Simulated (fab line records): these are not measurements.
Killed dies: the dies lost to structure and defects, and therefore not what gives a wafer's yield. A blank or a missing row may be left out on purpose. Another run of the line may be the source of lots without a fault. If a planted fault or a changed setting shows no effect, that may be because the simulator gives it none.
What tool caused it?	flow nand harc	Sampling: 20 lots, 60 wafers, 6 of 1159 route steps

WHAT EACH GAUGE READ, for each wafer
The record lacks any reading of a measuring or inspecting step that a usual standard deviation could be used to judge.

EACH LOT AND THE TOOL THAT RAN IT (in order: tool; ch and the chambers of the sampled wafers; start)
lot	NHARC_A_STAIRCASE_TRIM_235	NHARC_A_STAIRCASE_HM_DEP_456	NHARC_A_STAIRCASE_ETCH_313	NHARC_A_STAIRCASE_DEP_417	NHARC_A_STAIRCASE_ETCHBACK_422	NHARC_A_STAIRCASE_STRIP_475
L075	rie diel-13 ch 0,1, day 11 15:42 or earlier	acl dep-03 ch 0, day 11 15:42	rie diel-13 ch 0,1,2, day 12 00:23	pecvd-04 ch 0,2, day 12 05:50	rie diel-01 ch 0,1,2, day 13 18:45	rie diel-01 ch 1,2, no start
L077	rie diel-01 ch 0,2, day 12 03:32 or earlier	acl dep-03 ch 0, day 12 03:32	rie diel-02 ch 0,2, day 12 12:57	pecvd-03 ch 0,1,2, day 12 17:34	rie diel-13 ch 1,2,3, day 14 08:09	rie diel-02 ch 0,1, no start
L080	rie diel-02 ch 1,3, day 12 13:45 or earlier	acl dep-01 ch 0, day 12 13:45	rie diel-01 ch 1,2,3, day 13 01:35	pecvd-02 ch 0,1, day 13 07:01	rie diel-01 ch 1,3, day 14 18:04	rie diel-01 ch 0,1,3, no start
L079	rie diel-01 ch 0,1, day 12 15:16 or earlier	acl dep-01 ch 0, day 12 15:16	rie diel-02 ch 2,3, day 12 23:33	pecvd-04 ch 0,1,2, day 13 03:38	rie diel-01 ch 0,2,3, day 14 18:23	rie diel-13 ch 0,1,2, no start
L082	rie diel-13 ch 1,2,3, day 13 07:53 or earlier	acl dep-02 ch 0, day 13 07:53	rie diel-02 ch 0,1, day 13 19:08	pecvd-02 ch 0,1, day 13 23:32	rie diel-01 ch 0,1,3, day 15 20:07	rie diel-02 ch 1,2,3, no start
L081	rie diel-02 ch 0,1,3, day 13 09:05 or earlier	acl dep-03 ch 0, day 13 09:05	rie diel-01 ch 0,1,3, day 13 19:36	pecvd-04 ch 0,1,2, day 14 00:11	rie diel-01 ch 1,2,3, day 15 19:54	rie diel-02 ch 0,1,3, no start
L084	rie diel-01 ch 1,2,3, day 13 20:04 or earlier	acl dep-02 ch 0, day 13 20:04	rie diel-13 ch 0,2,3, day 14 04:05	pecvd-04 ch 0,1, day 14 11:07	rie diel-02 ch 0,1,2, day 16 08:49	rie diel-01 ch 0,2,3, no start
L083	rie diel-02 ch 0,2,3, day 13 22:17 or earlier	acl dep-03 ch 0, day 13 22:17	rie diel-02 ch 0,1,2, day 14 07:11	pecvd-02 ch 0,1,2, day 14 12:47	rie diel-13 ch 0,1,3, day 16 09:23	rie diel-01 ch 0,1,3, no start
L085	rie diel-02 ch 1,2,3, day 14 14:40 or earlier	acl dep-03 ch 0, day 14 14:40	rie diel-13 ch 2,3, day 14 22:53	pecvd-04 ch 0,1,2, day 15 03:35	rie diel-01 ch 0,2,3, day 17 03:00	rie diel-13 ch 0,1,2, no start
L086	rie diel-13 ch 1,2,3, day 14 16:44 or earlier	acl dep-02 ch 0, day 14 16:44	rie diel-02 ch 0,2,3, day 15 01:37	pecvd-03 ch 0,1,2, day 15 05:45	rie diel-02 ch 0,1,3, day 17 03:19	rie diel-02 ch 1,2,3, no start
L088	rie diel-13 ch 0,1,2, day 14 21:28 or earlier	acl dep-01 ch 0, day 14 21:28	rie diel-02 ch 1,2,3, day 15 05:50	pecvd-04 ch 0,1,2, day 15 11:20	rie diel-13 ch 0,3, day 17 04:55	rie diel-13 ch 2,3, no start
L091	rie diel-13 ch 0,2,3, day 15 08:38 or earlier	acl dep-02 ch 0, day 15 08:38	rie diel-13 ch 1,2, day 15 17:49	pecvd-03 ch 0,1, day 15 22:23	rie diel-02 ch 0,1, day 17 15:48	rie diel-01 ch 0,3, no start
L087	rie diel-02 ch 0,1, day 15 12:24 or earlier	acl dep-02 ch 0, day 15 12:24	rie diel-02 ch 0,1,2, day 15 23:13	pecvd-04 ch 0,1, day 16 03:17	rie diel-13 ch 0,3, day 17 21:57	rie diel-01 ch 0,1,3, no start
L090	rie diel-13 ch 0,1,2, day 15 13:23 or earlier	acl dep-01 ch 0, day 15 13:23	rie diel-13 ch 2,3, day 15 20:49	pecvd-04 ch 0,1,2, day 16 01:02	rie diel-02 ch 1,2,3, day 17 16:05	rie diel-13 ch 1,2,3, no start
L089	rie diel-01 ch 0,1,2, day 15 13:31 or earlier	acl dep-03 ch 0, day 15 13:31	rie diel-01 ch 1,2,3, day 15 23:55	pecvd-02 ch 0,1,2, day 16 03:58	rie diel-13 ch 1,2, day 17 22:21	rie diel-13 ch 0,2,3, no start
L093	rie diel-02 ch 0,1, day 15 18:25 or earlier	acl dep-01 ch 0, day 15 18:25	rie diel-02 ch 0,1,3, day 16 03:19	pecvd-03 ch 1,2, day 16 09:50	rie diel-01 ch 0,3, day 18 04:59	rie diel-02 ch 0,1, no start
L095	rie diel-02 ch 0,1,2, day 17 00:00 or earlier	acl dep-03 ch 0, day 17 00:00	rie diel-02 ch 0,1,2, day 17 08:40	pecvd-03 ch 1,2, day 17 12:43	rie diel-02 ch 1,2, day 19 10:38	rie diel-01 ch 0,3, day 19 11:15
L096	rie diel-01 ch 0,1,2, day 17 01:43 or earlier	acl dep-02 ch 0, day 17 01:43	rie diel-02 ch 0,1,3, day 17 09:46	pecvd-03 ch 0,2, day 17 13:57	rie diel-02 ch 0,1,2, day 19 09:50	rie diel-02 ch 0,1,2, day 19 10:26
L094	rie diel-01 ch 1,2, day 17 08:01 or earlier	acl dep-01 ch 0, day 17 08:01	rie diel-01 ch 2,3, day 17 15:44	pecvd-02 ch 0,1, day 17 20:00	rie diel-02 ch 0,1, day 19 10:05	rie diel-13 ch 1,3, no start
L097	rie diel-02 ch 1,2, day 17 11:05 or earlier	acl dep-03 ch 0, day 17 11:05	rie diel-01 ch 1,3, day 17 20:30	pecvd-04 ch 0,1,2, day 18 00:38	rie diel-13 ch 0,3, day 19 20:41	rie diel-01 ch 0,2, day 19 21:18
- NHARC_A_STAIRCASE_TRIM_235: chemistry O2, time 211.2 s.
- NHARC_A_STAIRCASE_HM_DEP_456: deposits aC, target thk 1500 nm.
- NHARC_A_STAIRCASE_ETCH_313: etches the open film in CF4/CHF3.
- NHARC_A_STAIRCASE_DEP_417: deposits Si3N4, target thk 60 nm.
- NHARC_A_STAIRCASE_ETCHBACK_422: etches the open film in CH3F/O2, target depth 40 nm, time 74.286 s.
- NHARC_A_STAIRCASE_STRIP_475: strips in O2, time 20 s.

AS READ BY THE TOOLS THEMSELVES (means over the sampled wafers that have a number; for cases with no such wafer, the mark the record gives instead)
NHARC_A_STAIRCASE_TRIM_235. Usual: chamber pressure mTorr 60.00 mTorr, standard deviation 0.059; drypump motor current A 5.7 A, standard deviation 0.36; oes product au 1.004 a.u., standard deviation 0.0081; rf vpp V 57.6 V, standard deviation 0.9; showerhead plenum p Torr 3.48 Torr, standard deviation 0.15; throttle valve pct 17.038 %, standard deviation 0.0096.
lot	tool	chamber pressure mTorr (mTorr)	drypump motor current A (A)	oes product au (a.u.)	rf vpp V (V)	showerhead plenum p Torr (Torr)	throttle valve pct (%)	flag
L075	rie diel-13	60.05	6.0	1.004	56.8	3.41	17.037	
L077	rie diel-01	59.96	5.7	1.001	57.5	3.45	17.025	
L080	rie diel-02	60.02	6.0	1.005	57.7	3.59	17.033	
L079	rie diel-01	59.97	5.7	0.998	57.4	3.37	17.037	
L082	rie diel-13	60.03	5.8	1.011	58.3	3.54	17.047	
L081	rie diel-02	60.05	5.6	1.007	58.3	3.54	17.038	
L084	rie diel-01	59.99	5.9	1.001	58.0	3.52	17.039	
L083	rie diel-02	60.07	5.7	1.004	58.3	3.55	17.041	
L085	rie diel-02	59.97	5.8	1.003	57.7	3.46	17.044	
L086	rie diel-13	60.00	5.8	1.012	57.6	3.54	17.038	
L088	rie diel-13	59.97	5.8	1.007	57.5	3.55	17.046	
L091	rie diel-13	59.93	5.6	1.007	58.0	3.58	17.044	
L087	rie diel-02	59.99	5.3	1.003	56.8	3.40	17.040	
L090	rie diel-13	59.97	5.8	1.001	59.1	3.54	17.043	
L089	rie diel-01	59.98	5.8	1.012	57.6	3.44	17.025	
L093	rie diel-02	59.99	5.3	1.001	57.3	3.48	17.045	
L095	rie diel-02	59.97	5.5	1.000	57.4	3.41	17.030	
L096	rie diel-01	60.02	5.8	1.014	57.1	3.44	17.041	
L094	rie diel-01	60.05	6.1	1.016	57.3	3.53	17.041	
L097	rie diel-02	59.97	5.7	1.010	57.0	3.33	17.041	

NHARC_A_STAIRCASE_HM_DEP_456. Usual: 35.000 % for throttle valve pct, sd 0.01.
lot	tool	throttle valve pct (%)	flag
L075	acl dep-03	34.992	
L077	acl dep-03	35.007	
L080	acl dep-01	34.998	
L079	acl dep-01	35.001	
L082	acl dep-02	35.002	
L081	acl dep-03	35.003	
L084	acl dep-02	35.005	
L083	acl dep-03	35.021	
L085	acl dep-03	34.996	
L086	acl dep-02	34.984	
L088	acl dep-01	34.996	
L091	acl dep-02	34.998	
L087	acl dep-02	35.002	
L090	acl dep-01	35.003	
L089	acl dep-03	34.995	
L093	acl dep-01	35.005	
L095	acl dep-03	34.998	
L096	acl dep-02	34.985	
L094	acl dep-01	34.999	
L097	acl dep-03	35.002	

NHARC_A_STAIRCASE_ETCH_313. Usual: value, then standard deviation, for each; bias w 200.1 W / 0.49; chamber pressure mTorr 25.001 mTorr / 0.018; drypump motor current A 5.7 A / 0.37; oes product au 0.938 a.u. / 0.019; rf vpp V 370.2 V / 2.4; showerhead plenum p Torr 1.56 Torr / 0.069; throttle valve pct 16.802 % / 0.0093.
lot	tool	bias w (W)	chamber pressure mTorr (mTorr)	drypump motor current A (A)	oes product au (a.u.)	rf vpp V (V)	showerhead plenum p Torr (Torr)	throttle valve pct (%)	flag
L075	rie diel-13	200.4	24.999	5.8	0.931	369.3	1.51	16.809	
L077	rie diel-02	199.8	24.981	5.5	0.925	370.4	1.57	16.806	
L080	rie diel-01	200.2	25.016	5.9	0.969	370.4	1.57	16.797	
L079	rie diel-02	200.3	24.990	6.1	0.927	371.5	1.61	16.794	
L082	rie diel-02	200.2	24.993	5.3	0.956	368.9	1.52	16.806	
L081	rie diel-01	199.8	24.997	5.6	0.924	369.9	1.53	16.801	
L084	rie diel-13	200.1	25.001	5.5	0.932	371.5	1.60	16.803	
L083	rie diel-02	199.8	25.002	5.5	0.922	369.4	1.52	16.795	
L085	rie diel-13	199.7	25.025	5.6	0.934	372.8	1.64	16.795	
L086	rie diel-02	200.3	25.009	5.8	0.979	369.8	1.58	16.803	
L088	rie diel-02	199.7	24.994	5.8	0.959	370.2	1.54	16.804	
L091	rie diel-13	200.5	25.015	5.8	0.981	372.6	1.62	16.817	
L087	rie diel-02	200.2	25.020	5.5	0.966	369.3	1.52	16.802	
L090	rie diel-13	200.3	24.992	5.6	0.934	372.3	1.64	16.807	
L089	rie diel-01	199.6	24.988	5.9	0.928	370.8	1.56	16.818	
L093	rie diel-02	200.3	24.984	5.6	0.916	370.1	1.57	16.800	
L095	rie diel-02	200.1	25.014	5.5	0.932	368.0	1.52	16.799	
L096	rie diel-02	199.9	24.996	5.6	0.925	370.8	1.57	16.810	
L094	rie diel-01	200.1	25.005	6.1	0.934	371.6	1.60	16.797	
L097	rie diel-01	200.2	25.012	5.6	0.928	369.8	1.55	16.806	

NHARC_A_STAIRCASE_DEP_417. Usual: 718 W for heater power w, sd 92.
lot	tool	heater power w (W)	flag
L075	pecvd-04	810	
L077	pecvd-03	627	
L080	pecvd-02	697	
L079	pecvd-04	820	
L082	pecvd-02	791	
L081	pecvd-04	813	
L084	pecvd-04	803	
L083	pecvd-02	626	
L085	pecvd-04	799	
L086	pecvd-03	627	
L088	pecvd-04	760	
L091	pecvd-03	739	
L087	pecvd-04	803	
L090	pecvd-04	806	
L089	pecvd-02	704	
L093	pecvd-03	646	
L095	pecvd-03	637	
L096	pecvd-03	637	
L094	pecvd-02	707	
L097	pecvd-04	773	

NHARC_A_STAIRCASE_ETCHBACK_422. Usual: value, then standard deviation, for each; bias w 100.0 W / 0.32; chamber pressure mTorr 25.002 mTorr / 0.023; drypump motor current A 5.7 A / 0.34; oes product au 0.97 a.u. / 0.04; rf vpp V 243.8 V / 1.8; showerhead plenum p Torr 2.42 Torr / 0.11; throttle valve pct 20.663 % / 0.0091.
lot	tool	bias w (W)	chamber pressure mTorr (mTorr)	drypump motor current A (A)	oes product au (a.u.)	rf vpp V (V)	showerhead plenum p Torr (Torr)	throttle valve pct (%)	flag
L075	rie diel-01	99.9	25.011	5.8	0.93	243.3	2.40	20.668	
L077	rie diel-13	100.1	25.012	5.8	1.00	244.3	2.46	20.656	
L080	rie diel-01	100.0	24.996	5.7	1.01	244.0	2.43	20.665	
L079	rie diel-01	100.3	25.018	5.8	1.00	244.5	2.44	20.673	
L082	rie diel-01	100.3	25.011	5.6	1.00	242.7	2.38	20.665	
L081	rie diel-01	100.2	25.004	5.9	1.01	243.5	2.44	20.663	
L084	rie diel-02	100.0	25.003	5.5	1.00	243.0	2.37	20.676	
L083	rie diel-13	100.0	25.014	5.7	0.92	244.3	2.39	20.654	
L085	rie diel-01	99.8	24.997	5.7	1.00	244.8	2.43	20.672	
L086	rie diel-02	99.9	25.017	5.6	0.93	244.5	2.46	20.665	
L088	rie diel-13	99.9	24.998	5.4	0.93	243.6	2.41	20.663	
L091	rie diel-02	100.1	24.995	5.3	0.93	242.9	2.35	20.658	
L087	rie diel-13	100.3	24.994	5.5	0.93	244.1	2.42	20.664	
L090	rie diel-02	100.2	24.976	5.8	0.93	243.0	2.40	20.654	
L089	rie diel-13	99.9	24.989	6.1	1.01	243.9	2.43	20.666	
L093	rie diel-01	100.1	25.022	5.4	0.93	243.4	2.37	20.669	
L095	rie diel-02	99.9	25.014	5.5	0.92	241.6	2.30	20.656	
L096	rie diel-02	100.0	25.005	5.5	0.93	242.5	2.36	20.665	
L094	rie diel-02	100.2	25.023	5.3	1.00	243.3	2.35	20.663	
L097	rie diel-13	100.2	25.026	5.4	1.01	243.4	2.42	20.663	

NHARC_A_STAIRCASE_STRIP_475. Usual: chamber pressure mTorr 60.00 mTorr, standard deviation 0.056; drypump motor current A 5.7 A, standard deviation 0.36; oes product au 1.005 a.u., standard deviation 0.0078; rf vpp V 57.9 V, standard deviation 0.9; showerhead plenum p Torr 3.49 Torr, standard deviation 0.15; throttle valve pct 17.036 %, standard deviation 0.0099.
lot	tool	chamber pressure mTorr (mTorr)	drypump motor current A (A)	oes product au (a.u.)	rf vpp V (V)	showerhead plenum p Torr (Torr)	throttle valve pct (%)	flag
L075	rie diel-01	59.96	6.2	1.004	58.4	3.55	17.045	
L077	rie diel-02	59.98	5.4	1.004	57.2	3.40	17.036	
L080	rie diel-01	60.04	5.6	1.003	56.7	3.43	17.023	
L079	rie diel-13	59.99	5.8	1.002	58.8	3.55	17.032	
L082	rie diel-02	59.98	5.8	1.003	57.7	3.45	17.040	
L081	rie diel-02	59.95	5.6	1.010	57.9	3.53	17.038	
L084	rie diel-01	59.99	5.7	1.006	57.7	3.50	17.035	
L083	rie diel-01	59.98	5.6	1.004	57.4	3.42	17.048	
L085	rie diel-13	60.05	5.8	1.007	57.9	3.54	17.032	
L086	rie diel-02	60.02	5.8	1.006	57.5	3.45	17.030	
L088	rie diel-13	60.05	5.5	1.008	58.1	3.56	17.030	
L091	rie diel-01	59.99	5.5	0.999	59.0	3.46	17.038	
L087	rie diel-01	60.01	5.6	1.013	57.8	3.41	17.033	
L090	rie diel-13	59.96	5.8	1.008	57.6	3.52	17.030	
L089	rie diel-13	59.99	5.5	1.005	58.6	3.57	17.024	
L093	rie diel-02	60.02	5.3	1.002	57.9	3.39	17.037	
L095	rie diel-01	59.97	5.5	1.007	58.5	3.45	17.040	
L096	rie diel-02	60.05	5.5	0.994	58.0	3.39	17.038	
L094	rie diel-13	60.05	5.7	1.004	57.4	3.40	17.040	
L097	rie diel-01	59.96	5.7	0.998	57.8	3.41	17.033	

THE ANSWER, worked out from the rows above alone
Rule: a lot is off if the mean of its wafers that have a number lies more than 3 standard deviations from the usual mean. Also off: a lot with no number at a reading for which 4 or more lots have one. Any other lot the step has rows for is counted as sound. After the gauges, taken in route order, come the tools' own readings; for these a lot's mean is taken, as printed above. At the first step where some lot is off, the reading lying furthest off is the one used; lots without a number count as furthest.
Nothing can be told from this: no lot is off at any reading shown.

WHAT THE SIMULATOR HAD PUT IN
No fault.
